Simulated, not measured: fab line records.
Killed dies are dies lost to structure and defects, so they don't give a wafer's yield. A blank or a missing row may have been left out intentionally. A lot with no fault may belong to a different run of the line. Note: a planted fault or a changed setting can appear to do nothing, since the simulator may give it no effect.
Lot-split experiment || flow n5Finfet || 39 wafers read from 7 lots, route of 1938 steps

SPLIT DETAILS
At N5_BEOL_M2_DEP_57 (deposits SiCN from 3MS/NH3, target thk 8 nm, time 14 s), the setting timeS was moved away from the recipe's 14 s on 12 of the 39 wafers read, by -49.8% to +56.3%. For the rest of the wafers, this setting stayed at what the recipe calls for.

The reading comes from the split's own step.

THE READING
SiCN_of_BEOL_M2_DEP_57.thkNm (the simulator's own value, which no gauge read), in nm, at N5_BEOL_M2_DEP_57 (deposits SiCN from 3MS/NH3, target thk 8 nm, time 14 s). The file does not state a usual value for it. Average 8.2 nm, standard deviation 0.12 nm, over the 27 wafers here run with the recipe.

{"wafer": "L083.1", "tool, chamber at the split": "pecvd-03, 2,0", "timeS as run, s": 21.88, "against the recipe": "+56.3%", "SiCN_of_BEOL_M2_DEP_57.thkNm, nm": 12.4, "against lot-mates on the recipe": "+4.3"}
{"wafer": "L083.3", "tool, chamber at the split": "pecvd-03, 2,0", "timeS as run, s": 21.88, "against the recipe": "+56.3%", "SiCN_of_BEOL_M2_DEP_57.thkNm, nm": 12.4, "against lot-mates on the recipe": "+4.3"}
{"wafer": "L083.2", "tool, chamber at the split": "pecvd-03, 1", "timeS as run, s": 21.88, "against the recipe": "+56.3%", "SiCN_of_BEOL_M2_DEP_57.thkNm, nm": 12.6, "against lot-mates on the recipe": "+4.5"}
{"wafer": "L083.4", "tool, chamber at the split": "pecvd-03, 1,2", "timeS as run, s": 14, "against the recipe": "recipe", "SiCN_of_BEOL_M2_DEP_57.thkNm, nm": 8.2, "against lot-mates on the recipe": "-"}
{"wafer": "L083.6", "tool, chamber at the split": "pecvd-03, 1,2", "timeS as run, s": 14, "against the recipe": "recipe", "SiCN_of_BEOL_M2_DEP_57.thkNm, nm": 8.2, "against lot-mates on the recipe": "-"}
{"wafer": "L083.5", "tool, chamber at the split": "pecvd-03, 0", "timeS as run, s": 14, "against the recipe": "recipe", "SiCN_of_BEOL_M2_DEP_57.thkNm, nm": 8, "against lot-mates on the recipe": "-"}
{"wafer": "L082.1", "tool, chamber at the split": "pecvd-01, 1,2,0", "timeS as run, s": 14, "against the recipe": "recipe", "SiCN_of_BEOL_M2_DEP_57.thkNm, nm": 8.2, "against lot-mates on the recipe": "-"}
{"wafer": "L082.5", "tool, chamber at the split": "pecvd-01, 1,2,0", "timeS as run, s": 14, "against the recipe": "recipe", "SiCN_of_BEOL_M2_DEP_57.thkNm, nm": 8.2, "against lot-mates on the recipe": "-"}
{"wafer": "L082.6", "tool, chamber at the split": "pecvd-01, 1,2,0", "timeS as run, s": 14, "against the recipe": "recipe", "SiCN_of_BEOL_M2_DEP_57.thkNm, nm": 8.2, "against lot-mates on the recipe": "-"}
{"wafer": "L082.2", "tool, chamber at the split": "pecvd-01, 2", "timeS as run, s": 14, "against the recipe": "recipe", "SiCN_of_BEOL_M2_DEP_57.thkNm, nm": 8, "against lot-mates on the recipe": "-"}
{"wafer": "L082.3", "tool, chamber at the split": "pecvd-01, 0,1", "timeS as run, s": 14, "against the recipe": "recipe", "SiCN_of_BEOL_M2_DEP_57.thkNm, nm": 8.4, "against lot-mates on the recipe": "-"}
{"wafer": "L082.4", "tool, chamber at the split": "pecvd-01, 0,1", "timeS as run, s": 14, "against the recipe": "recipe", "SiCN_of_BEOL_M2_DEP_57.thkNm, nm": 8.4, "against lot-mates on the recipe": "-"}
{"wafer": "L088.1", "tool, chamber at the split": "pecvd-04, 2,1,0", "timeS as run, s": 7.027, "against the recipe": "-49.8%", "SiCN_of_BEOL_M2_DEP_57.thkNm, nm": 4, "against lot-mates on the recipe": -4.1}
{"wafer": "L088.2", "tool, chamber at the split": "pecvd-04, 2,1,0", "timeS as run, s": 7.027, "against the recipe": "-49.8%", "SiCN_of_BEOL_M2_DEP_57.thkNm, nm": 4, "against lot-mates on the recipe": -4.1}
{"wafer": "L088.5", "tool, chamber at the split": "pecvd-04, 2,1,0", "timeS as run, s": 7.027, "against the recipe": "-49.8%", "SiCN_of_BEOL_M2_DEP_57.thkNm, nm": 4, "against lot-mates on the recipe": -4.1}
{"wafer": "L088.3", "tool, chamber at the split": "pecvd-04, 0,2", "timeS as run, s": 14, "against the recipe": "recipe", "SiCN_of_BEOL_M2_DEP_57.thkNm, nm": 8, "against lot-mates on the recipe": "-"}
{"wafer": "L088.6", "tool, chamber at the split": "pecvd-04, 0,2", "timeS as run, s": 14, "against the recipe": "recipe", "SiCN_of_BEOL_M2_DEP_57.thkNm, nm": 8, "against lot-mates on the recipe": "-"}
{"wafer": "L088.4", "tool, chamber at the split": "pecvd-04, 1", "timeS as run, s": 14, "against the recipe": "recipe", "SiCN_of_BEOL_M2_DEP_57.thkNm, nm": 8.2, "against lot-mates on the recipe": "-"}
{"wafer": "L087.1", "tool, chamber at the split": "pecvd-01, 1,2,1", "timeS as run, s": 9.018, "against the recipe": "-35.6%", "SiCN_of_BEOL_M2_DEP_57.thkNm, nm": 5.4, "against lot-mates on the recipe": -2.8}
{"wafer": "L087.3", "tool, chamber at the split": "pecvd-01, 1,2,1", "timeS as run, s": 9.018, "against the recipe": "-35.6%", "SiCN_of_BEOL_M2_DEP_57.thkNm, nm": 5.4, "against lot-mates on the recipe": -2.8}
{"wafer": "L087.5", "tool, chamber at the split": "pecvd-01, 1,2,1", "timeS as run, s": 9.018, "against the recipe": "-35.6%", "SiCN_of_BEOL_M2_DEP_57.thkNm, nm": 5.4, "against lot-mates on the recipe": -2.8}
{"wafer": "L087.2", "tool, chamber at the split": "pecvd-01, 0,0,2", "timeS as run, s": 14, "against the recipe": "recipe", "SiCN_of_BEOL_M2_DEP_57.thkNm, nm": 8.2, "against lot-mates on the recipe": "-"}
{"wafer": "L087.4", "tool, chamber at the split": "pecvd-01, 0,0,2", "timeS as run, s": 14, "against the recipe": "recipe", "SiCN_of_BEOL_M2_DEP_57.thkNm, nm": 8.2, "against lot-mates on the recipe": "-"}
{"wafer": "L087.6", "tool, chamber at the split": "pecvd-01, 0,0,2", "timeS as run, s": 14, "against the recipe": "recipe", "SiCN_of_BEOL_M2_DEP_57.thkNm, nm": 8.2, "against lot-mates on the recipe": "-"}
{"wafer": "L092.1", "tool, chamber at the split": "pecvd-03, 2", "timeS as run, s": 14, "against the recipe": "recipe", "SiCN_of_BEOL_M2_DEP_57.thkNm, nm": 8.2, "against lot-mates on the recipe": "-"}
{"wafer": "L092.5", "tool, chamber at the split": "pecvd-03, 2", "timeS as run, s": 14, "against the recipe": "recipe", "SiCN_of_BEOL_M2_DEP_57.thkNm, nm": 8.2, "against lot-mates on the recipe": "-"}
{"wafer": "L092.6", "tool, chamber at the split": "pecvd-03, 0", "timeS as run, s": 14, "against the recipe": "recipe", "SiCN_of_BEOL_M2_DEP_57.thkNm, nm": 8, "against lot-mates on the recipe": "-"}
{"wafer": "L091.1", "tool, chamber at the split": "pecvd-04, 0,1,0,2", "timeS as run, s": 14, "against the recipe": "recipe", "SiCN_of_BEOL_M2_DEP_57.thkNm, nm": 8.2, "against lot-mates on the recipe": "-"}
{"wafer": "L091.3", "tool, chamber at the split": "pecvd-04, 0,1,0,2", "timeS as run, s": 14, "against the recipe": "recipe", "SiCN_of_BEOL_M2_DEP_57.thkNm, nm": 8.2, "against lot-mates on the recipe": "-"}
{"wafer": "L091.5", "tool, chamber at the split": "pecvd-04, 0,1,0,2", "timeS as run, s": 14, "against the recipe": "recipe", "SiCN_of_BEOL_M2_DEP_57.thkNm, nm": 8.2, "against lot-mates on the recipe": "-"}
{"wafer": "L091.6", "tool, chamber at the split": "pecvd-04, 0,1,0,2", "timeS as run, s": 14, "against the recipe": "recipe", "SiCN_of_BEOL_M2_DEP_57.thkNm, nm": 8.2, "against lot-mates on the recipe": "-"}
{"wafer": "L091.2", "tool, chamber at the split": "pecvd-04, 2", "timeS as run, s": 14, "against the recipe": "recipe", "SiCN_of_BEOL_M2_DEP_57.thkNm, nm": 8, "against lot-mates on the recipe": "-"}
{"wafer": "L091.4", "tool, chamber at the split": "pecvd-04, 1", "timeS as run, s": 14, "against the recipe": "recipe", "SiCN_of_BEOL_M2_DEP_57.thkNm, nm": 8.4, "against lot-mates on the recipe": "-"}
{"wafer": "L095.1", "tool, chamber at the split": "pecvd-04, 2,1", "timeS as run, s": 14, "against the recipe": "recipe", "SiCN_of_BEOL_M2_DEP_57.thkNm, nm": 8, "against lot-mates on the recipe": "-"}
{"wafer": "L095.3", "tool, chamber at the split": "pecvd-04, 2,1", "timeS as run, s": 14, "against the recipe": "recipe", "SiCN_of_BEOL_M2_DEP_57.thkNm, nm": 8, "against lot-mates on the recipe": "-"}
{"wafer": "L095.2", "tool, chamber at the split": "pecvd-04, 0,2", "timeS as run, s": 17.12, "against the recipe": "+22.3%", "SiCN_of_BEOL_M2_DEP_57.thkNm, nm": 9.8, "against lot-mates on the recipe": "+1.7"}
{"wafer": "L095.4", "tool, chamber at the split": "pecvd-04, 0,2", "timeS as run, s": 17.12, "against the recipe": "+22.3%", "SiCN_of_BEOL_M2_DEP_57.thkNm, nm": 9.8, "against lot-mates on the recipe": "+1.7"}
{"wafer": "L095.5", "tool, chamber at the split": "pecvd-04, 0", "timeS as run, s": 14, "against the recipe": "recipe", "SiCN_of_BEOL_M2_DEP_57.thkNm, nm": 8.2, "against lot-mates on the recipe": "-"}
{"wafer": "L095.6", "tool, chamber at the split": "pecvd-04, 1", "timeS as run, s": 17.12, "against the recipe": "+22.3%", "SiCN_of_BEOL_M2_DEP_57.thkNm, nm": 10, "against lot-mates on the recipe": "+1.9"}
Where a row lists several chambers, the file gives one row for several wafers and doesn't say which wafer went through which chamber.

THE FIT
A straight line over all 39 wafers: SiCN_of_BEOL_M2_DEP_57.thkNm changes by +0.079 nm for each +1% of timeS; r = +1.00; the points scatter about the line by 0.13 nm.
The same after taking each lot's own level away (the mean of its wafers on the recipe; 39 wafers): +0.0791 nm for each +1%; r = +1.00; scatter 0.11 nm.
According to that fit, moving timeS by its largest amount changes the reading by 4.5 nm.
From 8.07 to 8.23 nm: that is the span of the lots' own levels, equal to 1.4 times the standard deviation above.
The two slopes are in agreement: the lot-to-lot level therefore moves the slope only a little.
Check: for one of the wafers moved furthest among these (+56.3%), held out of the fit, the line's prediction against its lot-mates is +4.47 nm. It came out at +4.27 nm against them.

OTHER SPLITS ON THESE WAFERS
Note: prior to the reading, these wafers also went through further splits. Each is held against what the fit with the lots' levels taken away leaves over:
{"other split on the same wafers": "N5_HKMG_FIN_DEVELOP_11 developTimeS", "wafers away from the commonest value": 18, "r with SiCN_of_BEOL_M2_DEP_57.thkNm (lot level and that fit taken away)": -0.02}
{"other split on the same wafers": "N5_MOL_CONTACT_COAG_ETCHBACK_135 targetDepthA", "wafers away from the commonest value": 12, "r with SiCN_of_BEOL_M2_DEP_57.thkNm (lot level and that fit taken away)": "+0.03"}
{"other split on the same wafers": "N5_BEOL_M1_DESCUM_33 timeS", "wafers away from the commonest value": 12, "r with SiCN_of_BEOL_M2_DEP_57.thkNm (lot level and that fit taken away)": -0.15}

FILE'S OWN FIT
SiCN_of_BEOL_M2_DEP_57.thkNm changes by +0.0791 nm for each +1% of timeS, r = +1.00.
